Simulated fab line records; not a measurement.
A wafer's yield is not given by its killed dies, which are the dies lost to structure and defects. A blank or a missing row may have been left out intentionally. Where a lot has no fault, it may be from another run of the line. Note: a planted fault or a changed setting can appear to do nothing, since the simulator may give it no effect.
A struck lot beside a sound one    flow n5 finfet    43 steps out of a route of 1938
Sound: these wafers, L989.1, L989.2, L989.4. Struck: wafer L998.4 (L998.5, L998.6, from the same lot, were not struck and are left out); the cause is given at the end.
For every step that has rows: the tool of each side, followed by ch and its chambers, followed by its first start. Under that, the readings that differ: sound wafers    struck wafers    difference of the means    sigmas: that difference in standard deviations of wafers without a fault.
alike: readings whose means differ by less than 2 such deviations, and words and numbers that are the same on both sides. not compared: withheld readings, readings that some wafer has no value for, bounds like >300 that may hide the same value, and numbers for which the record gives no deviation and whose values overlap.
The two part at a step that has a row with sigmas, a row that says differs or no value, or rows on one side only. Numbers that don't overlap but have no deviation are shown without sigmas and don't part them. A reading missing from all wafers of one side parts the sides only when that side holds two or more wafers.

first, 9 steps without rows for these wafers: N5_BEOL_M4_ETCH_70 (etches SOC in N2/H2, target depth 80 nm, overetch 24 nm, time 130 s); N5_BEOL_M4_STRIP_71 (strips in N2/H2); N5_BEOL_M4_STRIP_78 (strips in N2/H2); N5_BEOL_M4_VIA_ETCH_34 (etches the open film in C4F6/O2, target depth 69.4 nm, time 65.9 s); N5_BEOL_M4_STRIP_83 (strips in C4F6/O2); N5_BEOL_M4_STRIP_36 (strips in N2/H2); N5_BEOL_M4_TRENCH_ETCH_37 (etches SiOC in C4F6/O2, target depth 55.555 nm, time 29.2 s); N5_BEOL_M4_ETCH_41 (etches SiCN in CH3F/O2, target depth 29.9 nm, time 52.5 s); N5_BEOL_M4_STRIP_97 (strips in N2/H2, time 10 s).
N5_BEOL_M4_OCD_MEAS_38:
  sound on ocd-01 at day 10 10:47; struck on ocd-01 at day 12 19:25
  alike: trench depth nm
then, 2 steps without rows for these wafers: N5_BEOL_M4_HM_STRIP_39 (strips TiN in peroxide tin strip, target depth 25 nm, time 158 s); N5_BEOL_M4_SRD_40 (time 30 s).
N5_BEOL_M4_PRECLEAN_42: cleans in residue remover, time 60 s.
  sound on wet bench-05 ch 3,5,6, day 10 10:53; struck on wet bench-04 ch 4, day 12 19:31
  alike: bath guard temp C
then, 1 step without rows for these wafers: N5_BEOL_M4_SRD_43 (time 30 s).
N5_BEOL_M4_CD_MEAS_35: target cd 18 nm, target cd y 22.4 nm.
  sound on cd sem-03 at day 10 10:56; struck on cd sem-03 at day 12 19:34
  alike: cd nm
N5_BEOL_M4_DEGAS_44: time 60 s.
  sound on pvd sputter-03 at day 10 11:11; struck on pvd sputter-03 at day 12 19:48
  alike: heater power w
then, 9 steps without rows for these wafers: N5_BEOL_M4_PRE_CLEAN_45 (time 30 s); N5_BEOL_M4_ALD_84 (deposits TaN, pulse time 2 s, purge time 3 s, co reactant purge time 2 s); N5_BEOL_M4_SURFACE_TREAT_85; N5_BEOL_M4_CVD_47 (deposits Co from CCTBA/H2, target thk 3 nm, time 223.8 s); N5_BEOL_M4_SPUTTER_48 (material Cu, target thk 4.5 nm, time 8.29 s); N5_BEOL_M4_ANNEAL_49 (time 240 s); N5_BEOL_M4_SPUTTER_79 (material Cu, target thk 4.5 nm, time 8.29 s); N5_BEOL_M4_ANNEAL_80 (time 240 s); N5_BEOL_M4_SPUTTER_81 (material Cu, target thk 4.5 nm, time 8.29 s).
N5_BEOL_M4_ANNEAL_82: time 240 s.
  sound on pvd sputter-02 at day 10 12:35; struck on pvd sputter-03 at day 12 21:05
  alike: heater power w
N5_BEOL_M4_SPUTTER_86: material Cu, target thk 4.5 nm, time 8.29 s.
  sound on pvd sputter-02 at day 10 12:43; struck on pvd sputter-03 at day 12 21:13
  alike: chamber pressure pa, throttle valve pct
then, 2 steps without rows for these wafers: N5_BEOL_M4_ANNEAL_87 (time 240 s); N5_BEOL_M4_SPUTTER_88 (material Cu, target thk 4.5 nm, time 8.29 s).
N5_BEOL_M4_ANNEAL_89: time 240 s.
  sound on pvd sputter-02 at day 10 13:01; struck on pvd sputter-03 at day 12 21:31
  alike: heater power w
then, 8 steps without rows for these wafers: N5_BEOL_M4_SPUTTER_90 (material Cu, target thk 4.5 nm, time 8.29 s); N5_BEOL_M4_ANNEAL_91 (time 240 s); N5_BEOL_M4_SPUTTER_92 (material Cu, target thk 4.5 nm, time 8.29 s); N5_BEOL_M4_ANNEAL_93 (time 240 s); N5_BEOL_M4_SPUTTER_94 (material Cu, target thk 4.5 nm, time 8.29 s); N5_BEOL_M4_ANNEAL_95 (time 240 s); N5_BEOL_M4_SPUTTER_96 (material Cu, target thk 4.5 nm, time 8.29 s); N5_BEOL_M4_ECD_50 (material Cu, target thk 300 nm).
N5_BEOL_M4_ANNEAL_51: time 90 s.
  sound on rtp anneal-02 ch 0, day 10 14:01; struck on rtp anneal-02 ch 0, day 12 22:39
  alike: wafer_temp_C_max
then, 1 step without rows for these wafers: N5_BEOL_M4_CMP_52 (polishes, stops on SiOC, t overpolish 6.8 s, target thk 40 nm).
N5_BEOL_M4_THK_MEAS_53: measures by xrf.
  sound on film metro-02 at day 10 14:54; struck on film metro-01 at day 12 23:20
  alike: M4_THK
then, 1 step without rows for these wafers: N5_BEOL_M4_PRE_CLEAN_60 (time 15 s).
-- a jump in the record: the struck wafers' starts before and after are 4 days apart (it breaks off in module BEOL_M4 and resumes in module PASSIVATION, where the first step shown is number 1936 of the route) --
N5_PASSIVATION_PROBE_49:
  rows exist in the record for the struck wafers here (prober-01, day 17 09:50), but not for the sound ones

== WHERE THEY PART ==
Only at N5_PASSIVATION_PROBE_49, within this record.

WHY: what had been put in by the simulator
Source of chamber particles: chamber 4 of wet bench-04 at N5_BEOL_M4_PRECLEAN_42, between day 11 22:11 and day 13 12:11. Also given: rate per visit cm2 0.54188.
